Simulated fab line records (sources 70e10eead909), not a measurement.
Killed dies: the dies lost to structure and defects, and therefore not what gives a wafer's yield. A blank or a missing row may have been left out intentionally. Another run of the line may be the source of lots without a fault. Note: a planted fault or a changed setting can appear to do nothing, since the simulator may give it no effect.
The tool behind it: which one? || flow nand-harc || 14 lots with 42 wafers sampled at 5 steps, on a route of 1302 steps

## WHAT THE GAUGES SHOWED, per wafer
NHARC_P_M1_CD_MEAS_16. Usual: cd-nm at 130.1 nm, with a standard deviation of 0.58.
{"lot": "L623", "measured": "day 6 10:57", "on": "cd-sem-02", "cd-nm (nm)": "129.5 129.6 129.4", "flag": ""}
{"lot": "L624", "measured": "day 7 04:38", "on": "cd-sem-03", "cd-nm (nm)": "129.1 130.2 130.0", "flag": ""}
{"lot": "L626", "measured": "day 7 12:26", "on": "cd-sem-03", "cd-nm (nm)": "129.7 130.5 130.7", "flag": ""}
{"lot": "L627", "measured": "day 7 18:58", "on": "cd-sem-03", "cd-nm (nm)": "130.2 130.4 130.0", "flag": ""}
{"lot": "L628", "measured": "day 8 07:36", "on": "cd-sem-01", "cd-nm (nm)": "130.2 129.8 129.9", "flag": ""}
{"lot": "L630", "measured": "day 9 09:50", "on": "cd-sem-01", "cd-nm (nm)": "130.0 129.3 129.3", "flag": ""}
{"lot": "L631", "measured": "day 9 10:32", "on": "cd-sem-02", "cd-nm (nm)": "129.8 130.2 130.7", "flag": ""}
{"lot": "L632", "measured": "day 10 10:59", "on": "cd-sem-02", "cd-nm (nm)": "130.4 129.4 130.5", "flag": ""}
{"lot": "L633", "measured": "day 10 13:26", "on": "cd-sem-03", "cd-nm (nm)": "130.2 131.2 130.7", "flag": ""}
{"lot": "L638", "measured": "day 12 11:59", "on": "cd-sem-02", "cd-nm (nm)": "129.0 128.9 129.6", "flag": ""}
{"lot": "L640", "measured": "day 13 09:30", "on": "cd-sem-02", "cd-nm (nm)": "130.6 130.9 130.6", "flag": ""}
{"lot": "L641", "measured": "day 13 16:59", "on": "cd-sem-02", "cd-nm (nm)": "129.9 129.7 130.0", "flag": ""}
{"lot": "L643", "measured": "day 14 18:55", "on": "cd-sem-01", "cd-nm (nm)": "129.6 130.2 130.7", "flag": ""}
{"lot": "L646", "measured": "day 15 19:15", "on": "cd-sem-03", "cd-nm (nm)": "129.9 129.7 129.7", "flag": ""}

NHARC_P_M2_CD_MEAS_09: target cd 170 nm. Usual: cd-nm at 170.2 nm, with a standard deviation of 0.54.
{"lot": "L623", "measured": "day 6 14:37", "on": "cd-sem-02", "cd-nm (nm)": "170.5 169.5 169.7", "flag": ""}
{"lot": "L624", "measured": "day 7 08:21", "on": "cd-sem-03", "cd-nm (nm)": "170.0 170.5 170.6", "flag": ""}
{"lot": "L626", "measured": "day 7 16:18", "on": "cd-sem-02", "cd-nm (nm)": "170.2 170.5 171.4", "flag": ""}
{"lot": "L627", "measured": "day 7 22:28", "on": "cd-sem-02", "cd-nm (nm)": "170.3 169.6 169.5", "flag": ""}
{"lot": "L628", "measured": "day 8 11:17", "on": "cd-sem-03", "cd-nm (nm)": "169.9 169.6 170.3", "flag": ""}
{"lot": "L630", "measured": "day 9 13:23", "on": "cd-sem-01", "cd-nm (nm)": "169.9 171.4 170.4", "flag": ""}
{"lot": "L631", "measured": "day 9 14:12", "on": "cd-sem-03", "cd-nm (nm)": "170.0 169.5 170.2", "flag": ""}
{"lot": "L632", "measured": "day 10 14:59", "on": "cd-sem-03", "cd-nm (nm)": "170.4 170.2 170.1", "flag": ""}
{"lot": "L633", "measured": "day 10 17:14", "on": "cd-sem-02", "cd-nm (nm)": "170.6 169.9 170.5", "flag": ""}
{"lot": "L638", "measured": "day 12 15:39", "on": "cd-sem-02", "cd-nm (nm)": "171.0 170.7 171.0", "flag": ""}
{"lot": "L640", "measured": "day 13 13:04", "on": "cd-sem-03", "cd-nm (nm)": "170.3 170.1 151.2", "flag": "OFF"}
{"lot": "L641", "measured": "day 13 20:38", "on": "cd-sem-02", "cd-nm (nm)": "170.4 169.8 170.4", "flag": ""}
{"lot": "L643", "measured": "day 14 22:34", "on": "cd-sem-03", "cd-nm (nm)": "170.3 150.6 170.2", "flag": "OFF"}
{"lot": "L646", "measured": "day 15 23:05", "on": "cd-sem-03", "cd-nm (nm)": "170.3 170.1 170.6", "flag": ""}

NHARC_P_M2_OVL_MEAS_10: pitch 340 nm. Usual: overlay-x-nm 0.1 nm, standard deviation 0.68; overlay-y-nm -0.1 nm, standard deviation 0.69.
{"lot": "L623", "measured": "day 6 14:42", "on": "overlay-02", "overlay-x-nm (nm)": "1.0 0.7 0.6", "overlay-y-nm (nm)": "-0.1 -0.3 0.2", "flag": ""}
{"lot": "L624", "measured": "day 7 08:26", "on": "overlay-02", "overlay-x-nm (nm)": "0.0 -0.4 -0.1", "overlay-y-nm (nm)": "-1.4 -1.3 -1.7", "flag": ""}
{"lot": "L626", "measured": "day 7 16:23", "on": "overlay-01", "overlay-x-nm (nm)": "1.7 1.4 1.0", "overlay-y-nm (nm)": "0.1 0.0 -0.1", "flag": ""}
{"lot": "L627", "measured": "day 7 22:34", "on": "overlay-01", "overlay-x-nm (nm)": "-0.4 0.0 -0.5", "overlay-y-nm (nm)": "0.0 0.0 -0.4", "flag": ""}
{"lot": "L628", "measured": "day 8 11:22", "on": "overlay-01", "overlay-x-nm (nm)": "0.9 0.8 1.1", "overlay-y-nm (nm)": "0.0 0.5 0.5", "flag": ""}
{"lot": "L630", "measured": "day 9 13:28", "on": "overlay-01", "overlay-x-nm (nm)": "-0.3 -0.5 -0.8", "overlay-y-nm (nm)": "-0.4 -1.1 -0.1", "flag": ""}
{"lot": "L631", "measured": "day 9 14:17", "on": "overlay-02", "overlay-x-nm (nm)": "-0.6 -1.6 -0.8", "overlay-y-nm (nm)": "0.5 0.3 0.4", "flag": ""}
{"lot": "L632", "measured": "day 10 15:04", "on": "overlay-02", "overlay-x-nm (nm)": "-0.1 0.1 0.1", "overlay-y-nm (nm)": "0.4 0.5 0.6", "flag": ""}
{"lot": "L633", "measured": "day 10 17:20", "on": "overlay-02", "overlay-x-nm (nm)": "-1.1 -0.2 -1.1", "overlay-y-nm (nm)": "0.3 0.0 0.4", "flag": ""}
{"lot": "L638", "measured": "day 12 15:44", "on": "overlay-01", "overlay-x-nm (nm)": "-0.4 0.0 0.3", "overlay-y-nm (nm)": "-0.2 0.0 0.2", "flag": ""}
{"lot": "L640", "measured": "day 13 13:10", "on": "overlay-01", "overlay-x-nm (nm)": "-0.1 -0.1 0.0", "overlay-y-nm (nm)": "0.2 0.3 0.9", "flag": ""}
{"lot": "L641", "measured": "day 13 20:44", "on": "overlay-01", "overlay-x-nm (nm)": "0.3 0.0 0.4", "overlay-y-nm (nm)": "0.2 -0.3 0.1", "flag": ""}
{"lot": "L643", "measured": "day 14 22:39", "on": "overlay-01", "overlay-x-nm (nm)": "-0.8 -0.8 -0.8", "overlay-y-nm (nm)": "-0.1 -0.3 0.2", "flag": ""}
{"lot": "L646", "measured": "day 15 23:10", "on": "overlay-01", "overlay-x-nm (nm)": "0.7 1.0 0.6", "overlay-y-nm (nm)": "-0.5 -0.9 -1.6", "flag": ""}

## WHICH TOOL RAN EACH LOT (tool, then ch and the chambers of the sampled wafers, then the start)
{"lot": "L623", "NHARC_P_M1_PVD_20": "pvd-sputter-01, day 6 14:32 or earlier", "NHARC_P_M2_PEB_07": "litho-track-06 ch 0, day 6 14:32"}
{"lot": "L624", "NHARC_P_M1_PVD_20": "pvd-sputter-02, day 7 08:16 or earlier", "NHARC_P_M2_PEB_07": "litho-track-01 ch 0, day 7 08:16"}
{"lot": "L626", "NHARC_P_M1_PVD_20": "pvd-sputter-03, day 7 16:13 or earlier", "NHARC_P_M2_PEB_07": "litho-track-06 ch 0, day 7 16:13"}
{"lot": "L627", "NHARC_P_M1_PVD_20": "pvd-sputter-02, day 7 22:23 or earlier", "NHARC_P_M2_PEB_07": "litho-track-04 ch 0, day 7 22:23"}
{"lot": "L628", "NHARC_P_M1_PVD_20": "pvd-sputter-02, day 8 11:11 or earlier", "NHARC_P_M2_PEB_07": "litho-track-04 ch 0, day 8 11:11"}
{"lot": "L630", "NHARC_P_M1_PVD_20": "pvd-sputter-03, day 9 13:19 or earlier", "NHARC_P_M2_PEB_07": "litho-track-01 ch 0, day 9 13:19"}
{"lot": "L631", "NHARC_P_M1_PVD_20": "pvd-sputter-01, day 9 14:07 or earlier", "NHARC_P_M2_PEB_07": "litho-track-06 ch 0, day 9 14:07"}
{"lot": "L632", "NHARC_P_M1_PVD_20": "pvd-sputter-02, day 10 14:54 or earlier", "NHARC_P_M2_PEB_07": "litho-track-04 ch 0, day 10 14:54"}
{"lot": "L633", "NHARC_P_M1_PVD_20": "pvd-sputter-03, day 10 17:10 or earlier", "NHARC_P_M2_PEB_07": "litho-track-01 ch 0, day 10 17:10"}
{"lot": "L638", "NHARC_P_M1_PVD_20": "pvd-sputter-03, day 12 15:34 or earlier", "NHARC_P_M2_PEB_07": "litho-track-06 ch 0, day 12 15:34"}
{"lot": "L640", "NHARC_P_M1_PVD_20": "pvd-sputter-01, day 13 12:59 or earlier", "NHARC_P_M2_PEB_07": "litho-track-06 ch 0, day 13 12:59"}
{"lot": "L641", "NHARC_P_M1_PVD_20": "pvd-sputter-01, day 13 20:34 or earlier", "NHARC_P_M2_PEB_07": "litho-track-04 ch 0, day 13 20:34"}
{"lot": "L643", "NHARC_P_M1_PVD_20": "pvd-sputter-01, day 14 22:29 or earlier", "NHARC_P_M2_PEB_07": "litho-track-06 ch 0, day 14 22:29"}
{"lot": "L646", "NHARC_P_M1_PVD_20": "pvd-sputter-01, day 15 23:00 or earlier", "NHARC_P_M2_PEB_07": "litho-track-01 ch 0, day 15 23:00"}
- NHARC_P_M1_PVD_20: deposits TaN, target thk 5 nm, time 8.06 s.
- NHARC_P_M2_PEB_07: peb time 65 s.

## AS READ BY THE TOOLS THEMSELVES (means over the sampled wafers that have a number; for cases with no such wafer, the mark the record gives instead)
NHARC_P_M1_PVD_20. Usual: throttle-valve-pct at 30.0 %, with a standard deviation of 1.3.
{"lot": "L623", "tool": "pvd-sputter-01", "throttle-valve-pct (%)": 30.0, "flag": ""}
{"lot": "L624", "tool": "pvd-sputter-02", "throttle-valve-pct (%)": 29.7, "flag": ""}
{"lot": "L626", "tool": "pvd-sputter-03", "throttle-valve-pct (%)": 30.1, "flag": ""}
{"lot": "L627", "tool": "pvd-sputter-02", "throttle-valve-pct (%)": 29.7, "flag": ""}
{"lot": "L628", "tool": "pvd-sputter-02", "throttle-valve-pct (%)": 30.1, "flag": ""}
{"lot": "L630", "tool": "pvd-sputter-03", "throttle-valve-pct (%)": 29.9, "flag": ""}
{"lot": "L631", "tool": "pvd-sputter-01", "throttle-valve-pct (%)": 30.6, "flag": ""}
{"lot": "L632", "tool": "pvd-sputter-02", "throttle-valve-pct (%)": 30.8, "flag": ""}
{"lot": "L633", "tool": "pvd-sputter-03", "throttle-valve-pct (%)": 29.2, "flag": ""}
{"lot": "L638", "tool": "pvd-sputter-03", "throttle-valve-pct (%)": 29.5, "flag": ""}
{"lot": "L640", "tool": "pvd-sputter-01", "throttle-valve-pct (%)": 29.6, "flag": ""}
{"lot": "L641", "tool": "pvd-sputter-01", "throttle-valve-pct (%)": 30.4, "flag": ""}
{"lot": "L643", "tool": "pvd-sputter-01", "throttle-valve-pct (%)": 30.4, "flag": ""}
{"lot": "L646", "tool": "pvd-sputter-01", "throttle-valve-pct (%)": 29.8, "flag": ""}

NHARC_P_M2_PEB_07. Usual: chill-plate-temp-C 23.02 C, standard deviation 0.1; heater-power-total-W 156.7 W, standard deviation 0.39.
{"lot": "L623", "tool": "litho-track-06", "chill-plate-temp-C (C)": 23.07, "heater-power-total-W (W)": 156.4, "flag": ""}
{"lot": "L624", "tool": "litho-track-01", "chill-plate-temp-C (C)": 23.03, "heater-power-total-W (W)": 156.1, "flag": ""}
{"lot": "L626", "tool": "litho-track-06", "chill-plate-temp-C (C)": 22.90, "heater-power-total-W (W)": 156.4, "flag": ""}
{"lot": "L627", "tool": "litho-track-04", "chill-plate-temp-C (C)": 23.06, "heater-power-total-W (W)": 156.4, "flag": ""}
{"lot": "L628", "tool": "litho-track-04", "chill-plate-temp-C (C)": 22.88, "heater-power-total-W (W)": 156.9, "flag": ""}
{"lot": "L630", "tool": "litho-track-01", "chill-plate-temp-C (C)": 23.07, "heater-power-total-W (W)": 156.4, "flag": ""}
{"lot": "L631", "tool": "litho-track-06", "chill-plate-temp-C (C)": 23.20, "heater-power-total-W (W)": 156.7, "flag": ""}
{"lot": "L632", "tool": "litho-track-04", "chill-plate-temp-C (C)": 22.97, "heater-power-total-W (W)": 156.6, "flag": ""}
{"lot": "L633", "tool": "litho-track-01", "chill-plate-temp-C (C)": 23.03, "heater-power-total-W (W)": 156.4, "flag": ""}
{"lot": "L638", "tool": "litho-track-06", "chill-plate-temp-C (C)": 22.97, "heater-power-total-W (W)": 156.6, "flag": ""}
{"lot": "L640", "tool": "litho-track-06", "chill-plate-temp-C (C)": 23.01, "heater-power-total-W (W)": 174.1, "flag": "OFF"}
{"lot": "L641", "tool": "litho-track-04", "chill-plate-temp-C (C)": 23.10, "heater-power-total-W (W)": 156.5, "flag": ""}
{"lot": "L643", "tool": "litho-track-06", "chill-plate-temp-C (C)": 23.05, "heater-power-total-W (W)": 173.8, "flag": "OFF"}
{"lot": "L646", "tool": "litho-track-01", "chill-plate-temp-C (C)": 22.96, "heater-power-total-W (W)": 156.8, "flag": ""}

## THE ANSWER, worked out from the rows above alone
Rule: take the mean of a lot's wafers that have a number; if it is more than 3 standard deviations from the usual mean, the lot is off. A lot without any number at a reading at which 4 lots or more have one is off too. All remaining lots with rows at the step are treated as sound. After the gauges, taken in route order, come the tools' own readings; for these a lot's mean is taken, as printed above. At the first step where some lot is off, the reading lying furthest off is the one used; lots without a number count as furthest.
Off: L640, L643 (NHARC_P_M2_CD_MEAS_09, cd-nm).
A tool fits if, at a process step before that reading, it ran every lot that is off, and no sound lot after the first of them. The gauges at NHARC_P_M2_CD_MEAS_09 aren't tried: what is off there is off at NHARC_P_M2_PEB_07 too, on other tools, and a gauge's error can't cause that. Because NHARC_P_M1_PVD_20 lacks a start for some lots, the hours and order of its lots are taken from NHARC_P_M2_PEB_07. One fits: litho-track-06 at NHARC_P_M2_PEB_07. Its last sound lot is L638 (day 12 15:34), its first lot that is off L640 (day 13 12:59): a fault that began between those two fits.
The tool's own readings at NHARC_P_M2_PEB_07 bear it out: on the lots that are off they differ by more than 5 times the standard deviation of the sound lots' means. heater-power-total-W reads 173.9 W there against 156.5 W on the sound lots.

## WHAT THE SIMULATOR HAD INSERTED
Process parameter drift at NHARC_P_M2_PEB_07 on litho-track-06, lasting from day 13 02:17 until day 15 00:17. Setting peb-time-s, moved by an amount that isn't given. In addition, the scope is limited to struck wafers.
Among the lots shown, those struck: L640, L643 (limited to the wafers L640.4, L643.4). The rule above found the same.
